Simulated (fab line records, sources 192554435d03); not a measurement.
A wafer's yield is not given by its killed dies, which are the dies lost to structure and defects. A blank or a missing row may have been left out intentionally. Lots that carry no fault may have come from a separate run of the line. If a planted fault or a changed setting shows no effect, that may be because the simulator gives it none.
Split-lot experiment | flow n5-finfet | 21 wafers read from 7 lots, route of 1938 steps

ABOUT THE SPLIT
At N5_BEOL_M6_ETCH_62 (etches SOC in N2/H2, target depth 110 nm, overetch 22 nm, time 165 s), the setting time-s was moved away from the recipe's 165 s on 8 of the 21 wafers read, by -18.0% to +19.8%. The other wafers ran this setting at the recipe's value.

The reading is taken at the split's own step.

THE READING
SiARC_of_BEOL_M6_COAT_60.thk-nm (the simulator's own value, which no gauge read), in nm, at N5_BEOL_M6_ETCH_62 (etches SOC in N2/H2, target depth 110 nm, overetch 22 nm, time 165 s). The file does not state a usual value for it. Average 28.4 nm, standard deviation 0.27 nm, over the 13 wafers here run with the recipe.

wafer  | tool, chamber at the split | time-s as run, s | against the recipe | SiARC_of_BEOL_M6_COAT_60.thk-nm, nm | against lot-mates on the recipe
L074.2 | rie-diel-01, 3             | 189.9            | +15.1%             | 27.2                                | -1.0
L074.6 | rie-diel-01, 3             | 189.9            | +15.1%             | 27.2                                | -1.0
L074.4 | rie-diel-01, 1             | 165              | recipe             | 28.2                                | -
L075.2 | rie-diel-01, 1             | 165              | recipe             | 28.2                                | -
L075.4 | rie-diel-01, 2             | 135.3            | -18.0%             | 29.4                                | +1.2
L075.6 | rie-diel-01, 3             | 135.3            | -18.0%             | 29.6                                | +1.4
L082.3 | rie-diel-02, 3             | 165              | recipe             | 28.6                                | -
L082.4 | rie-diel-02, 3             | 165              | recipe             | 28.6                                | -
L082.6 | rie-diel-02, 0             | 165              | recipe             | 28.6                                | -
L084.3 | rie-diel-01, 2             | 165              | recipe             | 28.2                                | -
L084.4 | rie-diel-01, 3             | 151.5            | -8.2%              | 28.6                                | +0.4
L084.6 | rie-diel-01, 0             | 151.5            | -8.2%              | 29.4                                | +1.2
L086.1 | rie-diel-01, 3             | 165              | recipe             | 28.2                                | -
L086.2 | rie-diel-01, 1             | 165              | recipe             | 28.4                                | -
L086.6 | rie-diel-01, 3             | 165              | recipe             | 28.2                                | -
L095.1 | rie-diel-06, 1             | 197.6            | +19.8%             | 27                                  | -1.0
L095.4 | rie-diel-06, 2             | 197.6            | +19.8%             | 27                                  | -1.0
L095.6 | rie-diel-06, 3             | 165              | recipe             | 28                                  | -
L093.1 | rie-diel-06, 1             | 165              | recipe             | 28.8                                | -
L093.2 | rie-diel-06, 0             | 165              | recipe             | 28.8                                | -
L093.4 | rie-diel-06, 2             | 165              | recipe             | 28.8                                | -

FIT RESULTS
A straight line over all 21 wafers: SiARC_of_BEOL_M6_COAT_60.thk-nm changes by -0.0698 nm for each +1% of time-s; r = -0.94; the points scatter about the line by 0.27 nm.
The same after taking each lot's own level away (the mean of its wafers on the recipe; 21 wafers): -0.0648 nm for each +1%; r = -0.96; scatter 0.18 nm.
On that fit, the largest move of time-s shifts the reading by 1.3 nm.
Across the lots, their own levels run from 28.00 to 28.80 nm, a range of 3.0 times the standard deviation given above.
Consequently the slope shifts little with the lot-to-lot level, the two slopes agreeing.
Check: for one of the wafers moved furthest among these (+19.8%), held out of the fit, the line's prediction against its lot-mates is -1.28 nm. Against them it came out at -1 nm.

OTHER SPLITS ON THESE WAFERS
Before the reading, these wafers also passed through other splits. Each is held against what the fit with the lots' levels taken away leaves over:
other split on the same wafers | wafers away from the commonest value | r with SiARC_of_BEOL_M6_COAT_60.thk-nm (lot level and that fit taken away)
N5_BEOL_M6_EXPOSE_08 dose-mj   | 7                                    | +0.23

THE WHOLE CHAIN: every reading that the file lists as answering this split, in the file's order
step                  | what it does                                                         | reading                                                                          | change (the file's fit)                                                              | r (the file's)
N5_BEOL_M6_ETCH_62    | etches SOC in N2/H2, target depth 110 nm, overetch 22 nm, time 165 s | SiARC_of_BEOL_M6_COAT_60.thk-nm (the simulator's own value, which no gauge read) | -0.0642 nm for each +1% of the setting                                               | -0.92
N5_BEOL_M6_HM_OPEN_17 | chemistry Cl2/BCl3, target TiN, target depth 20 nm, overetch 6 nm    | etch.depth-nm (the simulator's own value, which no gauge read)                   | not straight: 20.03 at the lowest setting, 20.01 at the recipe, 16.96 at the highest | not given

FILE'S OWN FIT
SiARC_of_BEOL_M6_COAT_60.thk-nm changes by -0.0642 nm for each +1% of time-s, r = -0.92.
